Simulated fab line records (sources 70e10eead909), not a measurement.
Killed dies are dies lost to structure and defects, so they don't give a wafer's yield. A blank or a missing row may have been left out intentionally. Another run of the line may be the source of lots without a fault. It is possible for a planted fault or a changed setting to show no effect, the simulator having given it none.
fab line records ; flow nand-harc ; part 2 of 2: steps 40 to 40 of 40
[record] lots = 6; wafers = 18; last-day = 30
route steps=1302 shown P_M0@264 P_M1@285 END@1302
lots that met no fault: taken from a fault-free run of the same line
start-h: hours from the record's first day to the start of the lot's first wafer shown ; wait-h: hours from the lot's prior step to this one ; " the same as in the row above ; L1.1+2: several wafers, shown together as one row ; - no value, or no start was given ; * or withheld: withheld ; < > ~ a bound
route shown NAME@n: a module of which the file shows steps, and the number in the route of the first ; usual: the fault-free wafers' mean and standard deviation ; same: alike in all rows ; chamber/n: place in a boat ; sites: readings site by site ; _std_site: their standard deviation ; _edge_site: inner sites' mean taken away from outer sites' mean ; radius-mm: how far each site lies from the wafer's centre ; mask NAME#n: copy n ; behind: the last tool/chamber to shape the wafer ; hold: cause of the lot's hold/its duration in hours/its outcome ; device: the transistor (n, p or np) that didn't switch ; end of line: the same wafers' tests at the end of the route ; where a step has no rows: the recipe by itself ; killed: dies that structure and defects cost at the first sort, which is not the same as the wafer's yield ; map: per-die view of a wafer (x killed, . not killed, _ where there is no die)
set.NAME: the setting the step ran with; set.NAME@STEP: the setting that earlier step ran with ; model.NAME: the simulator's own value behind a step, which no gauge read
lots at some steps of the route; a table a step, a row a wafer
services: the hour from which a tool's chamber was out of use, counted from the record's first day as start-h (under 0 if before that day), plus the number of hours and why
[[steps]]
[step NHARC_END_SORT_01]
[recipe] temp-c = 25
[usual] defect-limited-yield = 91.6/2.5; killed-at-array = 52/18; killed-at-other = 1.2/1.5; killed-at-periphery = 4/3.2; killed-dies = 57/17; killed-open = 3.1/1.9; killed-short = 2.5/1.7; sort_bin_2_pct = 3.0/1.1; sort_bin_3_pct = 0.6/0.36; sort_bin_4_pct = 4.9/1.5; sort-n-pass = 620/17; sort-rim-yield-pct = 91/3.8; sort-yield-pct = 91.6/2.5
[same] gross-dies = 677; sort_bin_5_pct[%] = 0; sort_bin_6_pct[%] = 0; sort_bin_7_pct[%] = 0; sort_bin_8_pct[%] = 0; sort-rim-n-gross = 106.00
lot.wafer;tool;chamber;start-h;wait-h;defect-limited-yield[%];killed-at-array;killed-at-other;killed-at-periphery;killed-dies;killed-open;killed-short;sort_bin_2_pct[%];sort_bin_3_pct[%];sort_bin_4_pct[%];sort-n-pass;sort-rim-yield-pct[%];sort-yield-pct[%]
L615.1;prober-02;0;586.41;2.5;94.4;33;0;5;38;0;2;2.1;0.4;3.1;639;92;94.4
L615.2;prober-02;0;587.20;2.8;93.8;35;1;6;42;5;5;2.4;0.7;3.1;635;90;93.8
L615.5;prober-02;0;589.56;3.7;94.8;32;1;2;35;7;0;1.8;0;3.4;642;90;94.8
L617.1;prober-01;0;595.93;2.5;93.4;42;0;3;45;3;2;2.8;1.0;2.8;632;89;93.4
L617.4;prober-01;0;598.36;3.4;90.5;60;0;4;64;3;1;4.4;0.3;4.7;613;84;90.5
L617.5;prober-01;0;599.17;3.7;91.3;54;0;5;59;1;0;3.8;0.4;4.4;618;89;91.3
L621.1;prober-02;0;654.82;2.5;86.6;88;0;3;91;6;4;5.5;1.2;6.8;586;87;86.6
L621.5;prober-02;0;657.99;3.7;87.9;81;0;1;82;3;1;5.0;0.7;6.4;595;89;87.9
L621.6;prober-02;0;658.78;4.0;86.4;89;0;3;92;2;2;5.9;0.9;6.8;585;86;86.4
L622.1;prober-02;0;663.56;2.5;92.2;50;2;1;53;10;1;2.7;0.3;4.9;624;94;92.2
L622.2;prober-02;0;664.35;2.8;93.4;41;0;4;45;5;3;1.9;0.3;4.4;632;92;93.4
L622.4;prober-02;0;665.93;3.4;92.6;44;3;3;50;0;4;2.2;0.6;4.6;627;92;92.6
L624.1;prober-02;0;685.53;2.5;90.7;55;0;8;63;2;1;3.0;1.0;5.3;614;88;90.7
L624.2;prober-02;0;686.33;2.8;43.0;48;1;337;386;5;2;22.2;4.4;30.4;291;49;43.0
L624.3;prober-02;0;687.13;3.1;89.4;69;0;3;72;2;4;3.0;1.5;6.2;605;89;89.4
L627.1;prober-02;0;707.18;2.5;41.4;26;1;370;397;6;0;22.5;3.4;32.8;280;43;41.4
L627.2;prober-02;0;707.98;2.8;92.3;48;1;3;52;3;5;2.5;0.6;4.6;625;90;92.3
L627.4;prober-02;0;709.57;3.4;93.2;39;1;6;46;3;1;2.5;0.6;3.7;631;96;93.2
// killed by level:class
L615.1 A_CHANNEL_HOLE_D2:chamber-film-flake=24 P_GATE:chamber-film-flake=3 P_ZERO_WELL:chamber-film-flake=2 A_CONTACT:unspecified=2 A_ONON_D2:geometric-particle:short=1 A_WL_FILL:geometric-particle:short=1 A_CHANNEL_HOLE_D1:chamber-film-flake=1 A_CHANNEL_FILL_D1:chamber-film-flake=1
L615.2 A_CHANNEL_HOLE_D2:chamber-film-flake=16 A_CONTACT:chamber-film-flake=6 P_GATE:chamber-film-flake=4 A_CONTACT:unspecified=3 P_GATE:geometric-particle:short=1 P_CONTACT:geometric-particle:open=1 A_ONON_D1:geometric-particle:short=1 A_CHANNEL_FILL_D1:geometric-particle:open=1
L615.5 A_CHANNEL_HOLE_D2:chamber-film-flake=20 A_M0:geometric-particle:open=2 P_GATE:chamber-film-flake=2 A_CONTACT:unspecified=2 A_CONTACT:chamber-film-flake=2 A_ONON_D1:geometric-particle:open=1 A_ONON_D2:geometric-particle:open=1 A_SGD_CUT:geometric-particle:open=1
L617.1 A_CHANNEL_HOLE_D1:chamber-film-flake=14 A_CHANNEL_HOLE_D2:chamber-film-flake=12 A_CONTACT:chamber-film-flake=5 A_STAIRCASE:chamber-film-flake=4 A_BLC:geometric-particle:open=2 A_ONON_D2:geometric-particle:short=1 A_ONON_D2:geometric-particle:open=1 A_CHANNEL_FILL_D2:geometric-particle:short=1
L617.4 A_CHANNEL_HOLE_D1:chamber-film-flake=27 A_CHANNEL_HOLE_D2:chamber-film-flake=17 A_WL_FILL:chamber-film-flake=3 A_CONTACT:chamber-film-flake=3 P_GATE:chamber-film-flake=2 A_CHANNEL_FILL_D2:chamber-film-flake=2 A_STAIRCASE:chamber-film-flake=2 A_BLC:chamber-film-flake=2
L617.5 A_CHANNEL_HOLE_D1:chamber-film-flake=26 A_CHANNEL_HOLE_D2:chamber-film-flake=20 P_ZERO_WELL:chamber-film-flake=4 A_DECK1_JOINT:geometric-particle:open=1 P_CONTACT:chamber-film-flake=1 A_ZERO_WELL:chamber-film-flake=1 A_CHANNEL_FILL_D1:chamber-film-flake=1 A_DECK1_JOINT:chamber-film-flake=1
L621.1 A_SLIT:chamber-film-flake=32 A_CHANNEL_HOLE_D1:chamber-film-flake=25 A_CHANNEL_HOLE_D2:chamber-film-flake=15 A_STAIRCASE:chamber-film-flake=5 A_CHANNEL_FILL_D1:geometric-particle:open=2 A_ONON_D1:geometric-particle:short=1 A_DECK1_JOINT:geometric-particle:short=1 A_CHANNEL_HOLE_D2:geometric-particle:open=1
L621.5 A_SLIT:chamber-film-flake=35 A_CHANNEL_HOLE_D1:chamber-film-flake=17 A_CHANNEL_HOLE_D2:chamber-film-flake=13 A_CONTACT:chamber-film-flake=6 A_STAIRCASE:chamber-film-flake=4 A_WL_FILL:chamber-film-flake=2 P_GATE:geometric-particle:open=1 A_SOURCE_PLATE:geometric-particle:open=1
L621.6 A_SLIT:chamber-film-flake=34 A_CHANNEL_HOLE_D1:chamber-film-flake=29 A_CHANNEL_HOLE_D2:chamber-film-flake=13 A_STAIRCASE:chamber-film-flake=3 A_CHANNEL_FILL_D2:chamber-film-flake=2 A_CONTACT:chamber-film-flake=2 A_SOURCE_PLATE:geometric-particle:short=1 A_DECK1_JOINT:geometric-particle:short=1
L622.1 A_CHANNEL_HOLE_D1:chamber-film-flake=24 A_CONTACT:chamber-film-flake=11 A_CHANNEL_HOLE_D2:chamber-film-flake=4 A_CHANNEL_FILL_D2:geometric-particle:open=3 A_SOURCE_PLATE:geometric-particle:open=2 A_WL_FILL:chamber-film-flake=2 P_M0:geometric-particle:open=1 A_ONON_D1:geometric-particle:open=1
L622.2 A_CHANNEL_HOLE_D1:chamber-film-flake=22 A_CHANNEL_HOLE_D2:chamber-film-flake=3 P_ZERO_WELL:chamber-film-flake=2 A_CHANNEL_FILL_D1:chamber-film-flake=2 A_STAIRCASE:chamber-film-flake=2 A_CONTACT:chamber-film-flake=2 A_BONDPAD:chamber-film-flake=2 P_CONTACT:geometric-particle:open=1
L622.4 A_CHANNEL_HOLE_D1:chamber-film-flake=31 A_CONTACT:chamber-film-flake=8 A_CHANNEL_HOLE_D2:chamber-film-flake=3 THIN_TSV:chamber-film-flake=3 P_STI:geometric-particle:short=2 A_DECK1_JOINT:geometric-particle:short=1 A_M0:geometric-particle:short=1 P_ZERO_WELL:chamber-film-flake=1
L624.1 A_SLIT:chamber-film-flake=30 A_CHANNEL_HOLE_D1:chamber-film-flake=22 P_GATE:chamber-film-flake=4 P_ZERO_WELL:chamber-film-flake=2 P_M0:geometric-particle:short=1 P_M1:geometric-particle:open=1 A_M0:geometric-particle:open=1 A_ZERO_WELL:chamber-film-flake=1
L624.2 P_M0:unspecified=334 A_CHANNEL_HOLE_D1:chamber-film-flake=21 A_SLIT:chamber-film-flake=19 P_GATE:chamber-film-flake=2 P_M0:geometric-particle:short=1 A_DECK1_JOINT:geometric-particle:open=1 A_ONON_D2:geometric-particle:open=1 A_CHANNEL_HOLE_D2:geometric-particle:short=1
L624.3 A_SLIT:chamber-film-flake=30 A_CHANNEL_HOLE_D1:chamber-film-flake=30 A_ONON_D2:geometric-particle:short=2 A_ONON_D1:geometric-particle:open=1 A_CHANNEL_FILL_D1:geometric-particle:short=1 A_CONTACT:geometric-particle:open=1 A_BLC:geometric-particle:short=1 P_ZERO_WELL:chamber-film-flake=1
L627.1 P_M0:unspecified=366 A_CHANNEL_HOLE_D2:chamber-film-flake=13 A_CONTACT:chamber-film-flake=3 A_CHANNEL_HOLE_D1:chamber-film-flake=3 A_SLIT:chamber-film-flake=3 P_GATE:geometric-particle:open=1 P_CONTACT:geometric-particle:open=1 P_M0:geometric-particle:open=1
L627.2 A_CHANNEL_HOLE_D2:chamber-film-flake=30 A_CONTACT:chamber-film-flake=6 A_SLIT:chamber-film-flake=3 A_CHANNEL_HOLE_D1:chamber-film-flake=2 P_STI:geometric-particle:short=1 P_M0:geometric-particle:open=1 A_ONON_D1:geometric-particle:open=1 A_ONON_D1:geometric-particle:short=1
L627.4 A_CHANNEL_HOLE_D2:chamber-film-flake=20 A_CHANNEL_HOLE_D1:chamber-film-flake=8 A_SLIT:chamber-film-flake=5 P_STI:chamber-film-flake=2 P_GATE:geometric-particle:open=1 A_CHANNEL_HOLE_D2:geometric-particle:short=1 A_SGD_CUT:geometric-particle:open=1 A_M1:geometric-particle:open=1
// map L624.2 (x killed, . not)
____________x____________
_________......x_________
_______x...xxx.x.._______
______...xx.xxxx.x.______
_____..x....x.xxx.x._____
____xxxx....xxxx.xx..____
____..x...xxx.x..xxxx____
___x.x.xx.xxx.....x.x.___
___xxxxxxxxx..xxxx.xxx___
__...xxx..x.xxxxxxxxxxx__
__x.xxx..x..xx.xxx..xxx__
_x.x.x.xx...x..xx..xxxxx_
_.x...xxxxx....x.x.xxxx._
_xx.xx.x...xx.xxxxxxxxxx_
_.xx...x.xxx.x...xxxx.xx_
_x.x.xxx.x.xxx.x.xxxxx.x_
.xx.x.x..x.xxx..xx...x.xx
..xxxxxx..x.xx...x..x.xxx
.xxx..xxxxxxx.xx...xxx...
....x.......x....xxxx.x..
.x..x.x..xx.xxxxxxxx..xx.
_x.xx.x.x..xx...xxxx...._
_x.x.x.x.x.xx..x.x.x..xx_
_.xxxx.x..xxx.xx.x.x.xxx_
_x..xxxxx..x.xxxx..xx.x._
_x.xx.xxxxx.x..x.xx.x..x_
__xx.xxx.x.xx.x......x.__
__x.....x.x.xx.....xxxx__
___.xx..xxxx.x..xx.x.x___
___xxxx..x.x.xxxxx.xx.___
____.xx.x.x...xxx....____
____....xx.xxxx.x.xxx____
_____.x..x.xxxx.xxx._____
______x.x.x.xxxxxxx______
_______...x.xxxxxx_______
_________xxxxxxx_________
____________.____________
// map L627.1 (x killed, . not)
____________x____________
_________xx.x.xx_________
_______x.x......xx_______
______x.x.xxx.x..x.______
_____..x.x..x..xxxx._____
____xx..x...x.xx.xxx.____
____....x.x..xxx.xxxx____
___.x.x....xxxxxx.x...___
___xxx.xx.xxxx..xxxxxx___
__x.x.x.xxx......xx..xx__
__...x..xx.xx.xx...xxxx__
_..xxx.xxx.xxxx.x.x..xxx_
_x.xxxxx.x...xxx.x.x.xxx_
_.....xxx....x..xxxx...x_
_.xxxxx.xxxx..xxxxx.xx.x_
_xxxxxxx..x...x..x.xxxxx_
.x.xxxxxxx.x....x.xxx.xxx
x.xxx.xxx.xxxxxxxx.x.xx.x
..x..xx.xxx.xxxxx.x..x.x.
x....xx..x.xxxx.xxxxxx.xx
..x..x.xxx..xx.x.xxx.....
_xx.xxxxxx......x.xx.x.x_
_x..xx.xxxx..xxx.xx.xx.x_
_.xx.xx...xx...xxx..xx.x_
_xx.xxx.x.xx..xxx.x.xx.._
_.xxx.x.x..xx....x.x..x._
__x.xxx.xxxx.x.xxxxx.xx__
__.xx.x.xxxxxxxx..xx.x.__
___.xxx....x.x.xxxxxxx___
___x..xxxx...x....xxxx___
____xx.x.xxxx.x...xxx____
____x.x.xxx.xxxxxx...____
_____.xxxxx.xxxx.xxx_____
______...xx...x..x.______
_______x.xxxx.xx.._______
_________.x.x..._________
____________.____________
[[services]]
tool;chamber;start-h;hours;kind
rie-diel-10;2;131.00;9.8;repair
rie-diel-10;1;131.68;4.7;repair
rie-diel-12;1;139.20;13.4;repair
rie-diel-06;-;152.03;5.1;repair
pvd-sputter-03;-;152.15;6.9;repair
pvd-sputter-02;-;160.38;1.7;repair
ecd-cu-01;-;160.52;8.0;pm
rie-diel-13;-;165.04;9.0;pm
pvd-sputter-03;-;171.58;10.0;pm
pvd-sputter-01;-;175.32;3.9;repair
rie-diel-04;-;177.90;9.0;pm
rie-diel-03;0;180.23;1.7;repair
ecd-cu-01;-;184.33;1.3;repair
rie-diel-13;-;185.06;1.1;repair
rie-diel-13;2;207.51;5.5;repair
pvd-sputter-01;-;208.35;10.5;repair
pvd-sputter-01;-;226.00;10.0;pm
rie-diel-06;1;226.15;4.3;repair
rie-diel-06;-;226.25;0.2;repair
rie-diel-12;2;240.08;14.6;repair
rie-diel-10;-;242.50;9.0;pm
pvd-sputter-01;-;248.13;2.1;repair
rie-diel-12;-;268.56;9.0;pm
rie-diel-06;-;271.00;0.3;repair
[[key]]
[first-sign] step = NHARC_END_SORT_01; reading = killed-at-periphery; direction = up; sigmas = 99+; usual = 4; struck = 354
[effect] step = NHARC_END_SORT_01; reading = defect-limited-yield; direction = down; sigmas = 20; usual = 91.6; struck = 42.2
[more-kills-born-at] NHARC_P_M0_ECD_22@ecd-cu-01 = 700
met-at NHARC_P_M0_ECD_22
struck-wafers L624.2,L627.1
onset-between 220.62 244.43
[fault] kind = chamber-particle-source; tool = ecd-cu-01; chamber = 0; onset-h = 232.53; steps = NHARC_P_M0_ECD_22; rate-per-visit-cm2 = 0.83252; end-h = 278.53
